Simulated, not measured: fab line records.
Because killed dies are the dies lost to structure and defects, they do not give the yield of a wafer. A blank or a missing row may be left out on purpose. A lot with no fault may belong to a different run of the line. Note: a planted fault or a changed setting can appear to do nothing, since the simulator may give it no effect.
One fault seen from 2 desks + flow n5 finfet + numbers are kept per desk, each desk with only its own; the story behind them comes last

## AT THE TOOL OWNER'S DESK: rie diel-03
The tool's own readings at N5_BEOL_M3_TRENCH_ETCH_37 (etches SiOC in C4F6/O2, target depth 55.555 nm, time 29.2 s): means of the sampled wafers that have a number, for each lot that ran on this tool. Marked OUT: a lot whose mean sits more than 4 standard deviations from the usual mean, which makes it out of limits; the brackets give that distance. Shown are 7 of the 8 readings it has, namely the first that went out of limits plus those furthest out on some lot.
Columns: A = drypump motor current A at N5_BEOL_M3_TRENCH_ETCH_37, usual 5.6 A; B = oes_f_703_au at N5_BEOL_M3_TRENCH_ETCH_37, usual 0.75 a.u.; C = oes_o_777_au at N5_BEOL_M3_TRENCH_ETCH_37, usual 0.76 a.u.; D = oes product au at N5_BEOL_M3_TRENCH_ETCH_37, usual 0.76 a.u.; E = rf fwd power W at N5_BEOL_M3_TRENCH_ETCH_37, usual 350.0 W; F = rf vpp V at N5_BEOL_M3_TRENCH_ETCH_37, usual 668 V; G = throttle valve pct at N5_BEOL_M3_TRENCH_ETCH_37, usual 20.94 %
| lot  | first seen here | A   | B    | C    | D    | E                       | F              | G     |
|------|-----------------|-----|------|------|------|-------------------------|----------------|-------|
| L824 | day 7 11:54     | 5.2 | 0.78 | 0.81 | 0.80 | 350.8                   | 673            | 20.86 |
| L834 | day 10 00:37    | 5.2 | 0.83 | 0.85 | 0.85 | 350.8                   | 670            | 20.75 |
| L839 | day 11 21:57    | 5.4 | 0.51 | 0.53 | 0.63 | 137.7 (-99 or more) OUT | 805 (+9.8) OUT | 20.98 |
| L841 | day 12 02:05    | 5.4 | 0.54 | 0.57 | 0.68 | 136.4 (-99 or more) OUT | 802 (+9.6) OUT | 20.85 |
| L843 | day 12 22:39    | 5.4 | 0.54 | 0.56 | 0.67 | 136.8 (-99 or more) OUT | 803 (+9.6) OUT | 20.86 |
| L842 | day 13 06:18    | 5.1 | 0.56 | 0.59 | 0.69 | 137.1 (-99 or more) OUT | 799 (+9.4) OUT | 20.64 |
This desk's finding: out of limits on L839, L841, L842, L843; first on L839, day 11 21:57 (rf fwd power W at N5_BEOL_M3_TRENCH_ETCH_37). L824, L834: within limits.

## METROLOGY DESK
What the gauges read, lot by lot, whatever tool the lot ran on: means of the sampled wafers that have a number. Marked OUT: a lot whose mean sits more than 4 standard deviations from the usual mean, which makes it out of limits; the brackets give that distance. Shown are 7 of the 11 readings it has, namely the first that went out of limits plus those furthest out on some lot.
Columns: A = trench depth nm at N5_BEOL_M3_OCD_MEAS_38, usual 55.5 nm; B = DIBL_N at N5_BEOL_M4_RC_MEAS_101, usual 36.2 mV/V; C = ION_N at N5_BEOL_M4_RC_MEAS_101, usual 672 uA/um; D = ION_P at N5_BEOL_M4_RC_MEAS_101, usual 463 uA/um; E = SS_N at N5_BEOL_M4_RC_MEAS_101, usual 71.4 mV/dec; F = SS_P at N5_BEOL_M4_RC_MEAS_101, usual 73.2 mV/dec; G = VT_P at N5_BEOL_M4_RC_MEAS_101, usual -250 mV
| lot  | first seen here | A              | B    | C   | D   | E    | F    | G    |
|------|-----------------|----------------|------|-----|-----|------|------|------|
| L824 | day 7 12:03     | 55.3           | 35.1 | 670 | 470 | 70.9 | 72.9 | -248 |
| L834 | day 10 00:46    | 55.8           | 36.0 | 678 | 473 | 71.8 | 73.3 | -245 |
| L839 | day 11 22:06    | 39.5 (-13) OUT | 34.6 | 656 | 457 | 71.1 | 72.8 | -251 |
| L841 | day 12 02:14    | 39.6 (-13) OUT | 34.9 | 675 | 467 | 71.2 | 73.0 | -246 |
| L843 | day 12 22:49    | 39.9 (-13) OUT | 38.8 | 660 | 460 | 71.6 | 73.0 | -249 |
| L842 | day 13 06:27    | 39.0 (-14) OUT | 35.6 | 673 | 454 | 71.7 | 73.2 | -252 |
| L845 | day 13 14:11    | 56.4           | 34.7 | 670 | 465 | 70.5 | 72.3 | -251 |
| L846 | day 14 01:19    | 55.0           | 36.6 | 678 | 468 | 72.0 | 73.1 | -248 |
This desk's finding: out of limits on L839, L841, L842, L843; first on L839, day 11 22:06 (trench depth nm at N5_BEOL_M3_OCD_MEAS_38). L824, L834, L845, L846: within limits.

## TAKEN TOGETHER
The tool owner's desk could have raised an alarm at day 11 21:57, on L839, L841, L842, L843.
The metrology desk could have raised an alarm at day 11 22:06, on L839, L841, L842, L843.
Of the lots named, all ran N5_BEOL_M3_TRENCH_ETCH_37 on rie diel-03.

## WHAT HAD BEEN PUT IN BY THE SIMULATOR
Drift in process parameters on rie diel-03 at N5_BEOL_M3_TRENCH_ETCH_37, starting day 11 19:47. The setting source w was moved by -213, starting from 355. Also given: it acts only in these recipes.
Struck lots among those shown: L839, L841, L842, L843.
Time in hours from fault onset to the first out-of-limits reading at each desk: tool owner's desk 2, metrology desk 2.
